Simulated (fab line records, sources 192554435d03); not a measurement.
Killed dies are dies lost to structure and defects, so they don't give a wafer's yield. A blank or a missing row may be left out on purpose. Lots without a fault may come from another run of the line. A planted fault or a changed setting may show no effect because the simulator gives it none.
Chamber matching | flow n5_finfet | N5_BEOL_M13_ETCH_67 on rie_diel-03: 4 sister chambers
The step etches SiARC in CF4, target depth 143 nm, time 238.3 s. 4 wafers are shown with their chamber, then 7 later ones without.

WAFERS WITH THEIR CHAMBER
wafer  | chamber | drypump_motor_current_A (A)
L082.4 | 3       | 4.9
L081.3 | 0       | 6.0
L091.1 | 2       | 5.4
L091.4 | 1       | 6.4

WAFERS WITHOUT THEIR CHAMBER
wafer  | drypump_motor_current_A (A)
L091.5 | 5.4
L096.2 | 4.9
L096.3 | 6.0
L096.4 | 5.4
L097.1 | 5.4
L097.4 | 6.0
L097.6 | 6.5

WHICH CHAMBER EACH WENT THROUGH
wafer  | from the rows above | in truth
L091.5 | 2                   | 2
L096.2 | 3                   | 3
L096.3 | 0                   | 0
L096.4 | 2                   | 2
L097.1 | 2                   | 2
L097.4 | 0                   | 0
L097.6 | 1                   | 1
Placed correctly: 7 of 7. Can't be placed from these rows: 0. Placed wrongly: 0.
How it was worked out, from the rows above alone: a wafer's distance from a chamber is the root of the sum, over the readings, of the square of ((its reading less the chamber's mean) divided by the reading's scatter). The wafer belongs to the nearest chamber; if the next one is less than 2 further off, it can't be placed. A chamber's mean is the mean of its shown wafers. The scatter: with one shown wafer a chamber, the root of the mean of the squares of how far each hidden wafer lies from its nearest shown one.
